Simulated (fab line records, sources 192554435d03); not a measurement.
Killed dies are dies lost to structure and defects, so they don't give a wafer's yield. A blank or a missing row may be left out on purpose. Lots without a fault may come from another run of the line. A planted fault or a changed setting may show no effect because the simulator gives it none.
One fault seen from 2 desks | flow n5_finfet | each desk has only its own numbers; what lay behind them comes last

THE METROLOGY DESK
What the gauges read, lot by lot, whatever tool the lot ran on: means of the sampled wafers that have a number. A lot is out of limits, marked OUT, if its mean lies more than 4 standard deviations from the usual mean; the brackets give that distance.
Columns: A = M10_ILD_THK at N5_BEOL_M10_THK_MEAS_01, usual 267 nm
lot  | first seen here | A
L472 | day 9 17:55     | 263
L473 | day 9 21:20     | 268
L474 | day 10 13:51    | 269
L475 | day 10 21:38    | 264
L477 | day 11 10:04    | 265
L478 | day 12 01:56    | 269
L480 | day 12 07:02    | 268
L481 | day 12 09:13    | 273
L482 | day 12 12:47    | 266
L486 | day 13 23:39    | 268
L489 | day 14 07:54    | 268
L494 | day 15 07:12    | 269
This desk's finding: nothing out of limits on any of the 12 lots.

THE TOOL OWNER'S DESK: litho_track-02
The tool's own readings at N5_BEOL_M10_COAT_60 (time 60 s, resist thk 30 nm): means of the sampled wafers that have a number, for each lot that ran on this tool. A lot is out of limits, marked OUT, if its mean lies more than 4 standard deviations from the usual mean; the brackets give that distance.
Columns: A = heater_power_total_W at N5_BEOL_M10_COAT_60, usual 427.4 W; B = run_length_s at N5_BEOL_M10_COAT_60, usual 66.35 s
lot  | first seen here | A               | B
L477 | day 11 10:49    | 429.2           | 66.40
L482 | day 12 13:47    | 428.4           | 66.23
L486 | day 14 00:16    | 473.8 (+21) OUT | 59.23 (-59) OUT
L489 | day 14 09:02    | 494.2 (+30) OUT | 55.71 (-89) OUT
This desk's finding: out of limits on L486, L489; first on L486, day 14 00:16 (heater_power_total_W at N5_BEOL_M10_COAT_60). In limits: L477, L482.

PUT TOGETHER
The tool owner's desk could have raised an alarm at day 14 00:16, on L486, L489.
The metrology desk saw nothing out of limits.
The metrology desk has L486, L489 on record, within its limits.
Of the lots named, all ran N5_BEOL_M10_COAT_60 on litho_track-02.

WHAT THE SIMULATOR HAD PUT IN
Process parameter drift: litho_track-02, from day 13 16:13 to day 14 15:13, at N5_BEOL_M10_COAT_60. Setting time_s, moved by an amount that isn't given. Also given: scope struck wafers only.
Lots struck among those shown: L486, L489.
Hours from the fault's start to each desk's first reading out of limits: the tool owner's desk, 8.
